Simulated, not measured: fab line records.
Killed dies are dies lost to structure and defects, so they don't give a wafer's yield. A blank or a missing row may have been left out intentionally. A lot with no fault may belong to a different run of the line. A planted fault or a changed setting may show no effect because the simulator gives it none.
Which of the tools did it? :: flow n5-finfet :: Sampling: 10 lots, 30 wafers, 5 of 1938 route steps

## WHAT EACH GAUGE READ, for each wafer
N5_BEOL_M6_CD_MEAS_11: the cd target is 38.5 nm.
lot: L679
measured: day 8 17:45
on: cd-sem-01
cd-nm (nm): 38.1 38.5 38.6

lot: L680
measured: day 8 18:25
on: cd-sem-02
cd-nm (nm): 38.4 38.4 39.0

lot: L681
measured: day 8 23:13
on: cd-sem-03
cd-nm (nm): 37.9 37.7 38.2

lot: L691
measured: day 11 14:51
on: cd-sem-01
cd-nm (nm): 39.3 38.2 39.0

lot: L697
measured: day 12 13:52
on: cd-sem-01
cd-nm (nm): 38.4 38.9 38.6

lot: L694
measured: day 12 15:41
on: cd-sem-01
cd-nm (nm): 38.0 38.0 39.1

lot: L696
measured: day 12 16:33
on: cd-sem-01
cd-nm (nm): 38.4 38.6 39.0

lot: L698
measured: day 13 11:43
on: cd-sem-03
cd-nm (nm): 38.5 38.5 38.0

lot: L701
measured: day 14 04:47
on: cd-sem-02
cd-nm (nm): 38.5 38.3 38.1

lot: L700
measured: day 14 13:21
on: cd-sem-01
cd-nm (nm): 38.6 38.4 38.5

N5_BEOL_M6_OVL_MEAS_12.
lot: L679
measured: day 8 17:47
on: overlay-01
M6_OVL (nm): -1.0 -0.6 -1.3

lot: L680
measured: day 8 18:26
on: overlay-01
M6_OVL (nm): -0.7 0.4 -0.4

lot: L681
measured: day 8 23:15
on: overlay-02
M6_OVL (nm): -0.5 -0.6 -0.5

lot: L691
measured: day 11 14:52
on: overlay-02
M6_OVL (nm): 0.9 0.6 1.1

lot: L697
measured: day 12 13:54
on: overlay-01
M6_OVL (nm): 1.0 0.5 0.5

lot: L694
measured: day 12 15:43
on: overlay-02
M6_OVL (nm): -0.3 0.2 -0.1

lot: L696
measured: day 12 16:35
on: overlay-02
M6_OVL (nm): 0.3 1.2 -0.6

lot: L698
measured: day 13 11:44
on: overlay-02
M6_OVL (nm): -0.1 0.1 0.1

lot: L701
measured: day 14 04:49
on: overlay-01
M6_OVL (nm): 0.7 1.6 -0.1

lot: L700
measured: day 14 13:23
on: overlay-02
M6_OVL (nm): 0.3 -0.3 0.7

N5_BEOL_M6_INSPECT_30: inspects for defects (brightfield).
lot: L679
measured: day 8 19:08
on: defect-inspect-01
raw-defect-count: 285 297 365

lot: L680
measured: day 8 19:51
on: defect-inspect-02
raw-defect-count: 451 384 295

lot: L681
measured: day 9 00:17
on: defect-inspect-02
raw-defect-count: 401 229 351

lot: L691
measured: day 11 16:32
on: defect-inspect-01
raw-defect-count: 708 453 778

lot: L697
measured: day 12 15:02
on: defect-inspect-02
raw-defect-count: 459 485 436

lot: L694
measured: day 12 17:59
on: defect-inspect-02
raw-defect-count: 396 399 436

lot: L696
measured: day 12 18:10
on: defect-inspect-02
raw-defect-count: 302 469 384

lot: L698
measured: day 13 13:46
on: defect-inspect-02
raw-defect-count: 356 393 381

lot: L701
measured: day 14 09:54
on: defect-inspect-02
raw-defect-count: 671 546 323

lot: L700
measured: day 14 19:06
on: defect-inspect-01
raw-defect-count: 354 325 349

## WHICH TOOL RAN EACH LOT (tool, then ch and the chambers of the sampled wafers, then the start)
lot: L679
N5_BEOL_M6_ETCH_61: rie-diel-06 ch 0,1,3, day 8 18:13
N5_BEOL_M6_STRIP_67: rie-diel-06 ch 0,1,3, day 8 18:25

lot: L680
N5_BEOL_M6_ETCH_61: rie-diel-04 ch 0,1,3, day 8 18:41
N5_BEOL_M6_STRIP_67: rie-diel-04 ch 0,1,3, day 8 18:53

lot: L681
N5_BEOL_M6_ETCH_61: rie-diel-04 ch 0,2, day 8 23:28
N5_BEOL_M6_STRIP_67: rie-diel-04 ch 0,2, day 8 23:40

lot: L691
N5_BEOL_M6_ETCH_61: rie-diel-04 ch 1,2, day 11 14:58
N5_BEOL_M6_STRIP_67: rie-diel-04 ch 1,2, day 11 15:10

lot: L697
N5_BEOL_M6_ETCH_61: rie-diel-03 ch 0,1,3, day 12 13:59
N5_BEOL_M6_STRIP_67: rie-diel-03 ch 0,1,3, day 12 14:11

lot: L694
N5_BEOL_M6_ETCH_61: rie-diel-03 ch 0,1,3, day 12 16:07
N5_BEOL_M6_STRIP_67: rie-diel-03 ch 0,1,3, day 12 16:19

lot: L696
N5_BEOL_M6_ETCH_61: rie-diel-06 ch 1,2, day 12 16:40
N5_BEOL_M6_STRIP_67: rie-diel-06 ch 1,2, day 12 16:53

lot: L698
N5_BEOL_M6_ETCH_61: rie-diel-06 ch 1,2,3, day 13 11:56
N5_BEOL_M6_STRIP_67: rie-diel-06 ch 1,2,3, day 13 12:08

lot: L701
N5_BEOL_M6_ETCH_61: rie-diel-06 ch 0,2, day 14 04:55
N5_BEOL_M6_STRIP_67: rie-diel-06 ch 0,2, day 14 05:07

lot: L700
N5_BEOL_M6_ETCH_61: rie-diel-06 ch 0,1,2, day 14 13:41
N5_BEOL_M6_STRIP_67: rie-diel-06 ch 0,1,2, day 14 13:53
- N5_BEOL_M6_ETCH_61: etches SiARC in CF4, target depth 45.5 nm, time 75.8 s.
- N5_BEOL_M6_STRIP_67: strips in CF4.

## WHAT THE TOOLS THEMSELVES READ (means of the sampled wafers that have a number; where no wafer has one, the mark that the record gives instead)
N5_BEOL_M6_ETCH_61.
lot: L679
tool: rie-diel-06
drypump-motor-current-A (A): 5.8
etch-rf-on-time-s (s): 76.5
oes-product-au (a.u.): 0.62
rf-vpp-V (V): 184.0
showerhead-plenum-p-Torr (Torr): 2.13
throttle-valve-pct (%): 15.75

lot: L680
tool: rie-diel-04
drypump-motor-current-A (A): 5.5
etch-rf-on-time-s (s): 74.3
oes-product-au (a.u.): 0.76
rf-vpp-V (V): 184.6
showerhead-plenum-p-Torr (Torr): 2.21
throttle-valve-pct (%): 15.42

lot: L681
tool: rie-diel-04
drypump-motor-current-A (A): 5.6
etch-rf-on-time-s (s): 75.4
oes-product-au (a.u.): 0.72
rf-vpp-V (V): 185.8
showerhead-plenum-p-Torr (Torr): 2.20
throttle-valve-pct (%): 15.34

lot: L691
tool: rie-diel-04
drypump-motor-current-A (A): 5.7
etch-rf-on-time-s (s): 74.8
oes-product-au (a.u.): 0.75
rf-vpp-V (V): 184.4
showerhead-plenum-p-Torr (Torr): 2.18
throttle-valve-pct (%): 15.35

lot: L697
tool: rie-diel-03
drypump-motor-current-A (A): 5.4
etch-rf-on-time-s (s): 76.3
oes-product-au (a.u.): 0.75
rf-vpp-V (V): 183.6
showerhead-plenum-p-Torr (Torr): 2.12
throttle-valve-pct (%): 15.57

lot: L694
tool: rie-diel-03
drypump-motor-current-A (A): 5.5
etch-rf-on-time-s (s): 76.5
oes-product-au (a.u.): 0.74
rf-vpp-V (V): 183.7
showerhead-plenum-p-Torr (Torr): 2.12
throttle-valve-pct (%): 15.57

lot: L696
tool: rie-diel-06
drypump-motor-current-A (A): 5.2
etch-rf-on-time-s (s): 76.1
oes-product-au (a.u.): 0.64
rf-vpp-V (V): 183.5
showerhead-plenum-p-Torr (Torr): 2.06
throttle-valve-pct (%): 15.93

lot: L698
tool: rie-diel-06
drypump-motor-current-A (A): 5.6
etch-rf-on-time-s (s): 76.4
oes-product-au (a.u.): 0.62
rf-vpp-V (V): 183.3
showerhead-plenum-p-Torr (Torr): 2.10
throttle-valve-pct (%): 15.91

lot: L701
tool: rie-diel-06
drypump-motor-current-A (A): 5.2
etch-rf-on-time-s (s): 75.9
oes-product-au (a.u.): 0.64
rf-vpp-V (V): 182.9
showerhead-plenum-p-Torr (Torr): 2.09
throttle-valve-pct (%): 15.80

lot: L700
tool: rie-diel-06
drypump-motor-current-A (A): 5.3
etch-rf-on-time-s (s): 76.1
oes-product-au (a.u.): 0.62
rf-vpp-V (V): 183.3
showerhead-plenum-p-Torr (Torr): 2.08
throttle-valve-pct (%): 15.85

N5_BEOL_M6_STRIP_67.
lot: L679
tool: rie-diel-06
drypump-motor-current-A (A): 5.7
oes-product-au (a.u.): 0.73
rf-vpp-V (V): 271.3
showerhead-plenum-p-Torr (Torr): 1.79
throttle-valve-pct (%): 13.73

lot: L680
tool: rie-diel-04
drypump-motor-current-A (A): 5.5
oes-product-au (a.u.): 0.88
rf-vpp-V (V): 272.9
showerhead-plenum-p-Torr (Torr): 1.85
throttle-valve-pct (%): 13.37

lot: L681
tool: rie-diel-04
drypump-motor-current-A (A): 5.6
oes-product-au (a.u.): 0.84
rf-vpp-V (V): 272.0
showerhead-plenum-p-Torr (Torr): 1.84
throttle-valve-pct (%): 13.29

lot: L691
tool: rie-diel-04
drypump-motor-current-A (A): 5.7
oes-product-au (a.u.): 0.87
rf-vpp-V (V): 271.3
showerhead-plenum-p-Torr (Torr): 1.82
throttle-valve-pct (%): 13.28

lot: L697
tool: rie-diel-03
drypump-motor-current-A (A): 5.4
oes-product-au (a.u.): 0.87
rf-vpp-V (V): 270.2
showerhead-plenum-p-Torr (Torr): 1.78
throttle-valve-pct (%): 13.50

lot: L694
tool: rie-diel-03
drypump-motor-current-A (A): 5.5
oes-product-au (a.u.): 0.87
rf-vpp-V (V): 270.6
showerhead-plenum-p-Torr (Torr): 1.78
throttle-valve-pct (%): 13.52

lot: L696
tool: rie-diel-06
drypump-motor-current-A (A): 5.2
oes-product-au (a.u.): 0.74
rf-vpp-V (V): 269.5
showerhead-plenum-p-Torr (Torr): 1.73
throttle-valve-pct (%): 13.88

lot: L698
tool: rie-diel-06
drypump-motor-current-A (A): 5.6
oes-product-au (a.u.): 0.73
rf-vpp-V (V): 270.7
showerhead-plenum-p-Torr (Torr): 1.77
throttle-valve-pct (%): 13.88

lot: L701
tool: rie-diel-06
drypump-motor-current-A (A): 5.2
oes-product-au (a.u.): 0.75
rf-vpp-V (V): 268.8
showerhead-plenum-p-Torr (Torr): 1.75
throttle-valve-pct (%): 13.78

lot: L700
tool: rie-diel-06
drypump-motor-current-A (A): 5.2
oes-product-au (a.u.): 0.73
rf-vpp-V (V): 269.9
showerhead-plenum-p-Torr (Torr): 1.74
throttle-valve-pct (%): 13.83

## THE ANSWER, worked out from the rows above alone
Rule: usual is defined by the lots themselves. The widest of any qualifying gaps counts: lots, ordered by their means at a reading, are off when they make up no more than a third of the lots, leave a main group of 4 or more, and stand apart from it by 3 or more times the standard deviation of that group's means. If all means in a main group match to the digits the tables above print for the reading, that group is not used. Also off: a lot with no number at a reading for which 4 or more lots have one. The other lots that the step has rows for count as sound. After the gauges, taken in route order, come the tools' own readings; for these a lot's mean is taken, as printed above. The first step at which some lot is off is used, and at that step the reading that is off furthest; a lot without a number counts as furthest.
Across all readings shown, no lot is off: no conclusion can be drawn from this.

## WHAT WAS PUT IN BY THE SIMULATOR
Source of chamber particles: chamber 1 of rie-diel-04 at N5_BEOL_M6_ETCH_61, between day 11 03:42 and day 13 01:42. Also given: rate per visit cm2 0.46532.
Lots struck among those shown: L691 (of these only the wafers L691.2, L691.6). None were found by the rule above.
